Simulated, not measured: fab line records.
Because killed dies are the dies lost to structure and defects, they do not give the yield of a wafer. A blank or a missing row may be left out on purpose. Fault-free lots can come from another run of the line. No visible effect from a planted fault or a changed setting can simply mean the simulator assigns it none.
Matching of chambers :: flow nand_harc :: NHARC_A_CONTACT_ETCH_88 on rie_diel-06 has 4 sister chambers
The step etches the open film in CF4, target depth 39 nm, time 65 s. 4 wafers are shown with their chamber, then 11 later ones without.

## WAFERS, EACH WITH ITS CHAMBER
wafer: L088.1
chamber: 1
showerhead_plenum_p_Torr (Torr): 1.87

wafer: L085.1
chamber: 3
showerhead_plenum_p_Torr (Torr): 1.84

wafer: L085.2
chamber: 0
showerhead_plenum_p_Torr (Torr): 1.80

wafer: L091.4
chamber: 2
showerhead_plenum_p_Torr (Torr): 1.66

## WAFERS MISSING THEIR CHAMBER
wafer: L091.5
showerhead_plenum_p_Torr (Torr): 1.67

wafer: L091.6
showerhead_plenum_p_Torr (Torr): 1.87

wafer: L094.1
showerhead_plenum_p_Torr (Torr): 1.66

wafer: L094.3
showerhead_plenum_p_Torr (Torr): 1.84

wafer: L094.6
showerhead_plenum_p_Torr (Torr): 1.84

wafer: L086.1
showerhead_plenum_p_Torr (Torr): 1.79

wafer: L086.3
showerhead_plenum_p_Torr (Torr): 1.84

wafer: L086.5
showerhead_plenum_p_Torr (Torr): 1.66

wafer: L097.1
showerhead_plenum_p_Torr (Torr): 1.84

wafer: L097.2
showerhead_plenum_p_Torr (Torr): 1.87

wafer: L097.6
showerhead_plenum_p_Torr (Torr): 1.83

## WHICH CHAMBER EACH WENT THROUGH
wafer: L091.5
from the rows above: 2
in truth: 2

wafer: L091.6
from the rows above: 1
in truth: 1

wafer: L094.1
from the rows above: 2
in truth: 2

wafer: L094.3
from the rows above: 3
in truth: 3

wafer: L094.6
from the rows above: 3
in truth: 3

wafer: L086.1
from the rows above: 0
in truth: 0

wafer: L086.3
from the rows above: 3
in truth: 3

wafer: L086.5
from the rows above: 2
in truth: 2

wafer: L097.1
from the rows above: 3
in truth: 3

wafer: L097.2
from the rows above: 1
in truth: 1

wafer: L097.6
from the rows above: 3
in truth: 3
Correctly placed: 11 of 11. Not placeable from these rows: 0. 0 placed wrongly.
How it was worked out, from the rows above alone: a wafer's distance from a chamber is the root of the sum, over the readings, of the square of ((its reading less the chamber's mean) divided by the reading's scatter). The wafer belongs to the nearest chamber; if the next one is less than 2 further off, it can't be placed. The mean given for a chamber averages the wafers shown for that chamber. The scatter: root of mean squared gap, hidden wafer to nearest shown wafer, with one shown wafer a chamber.
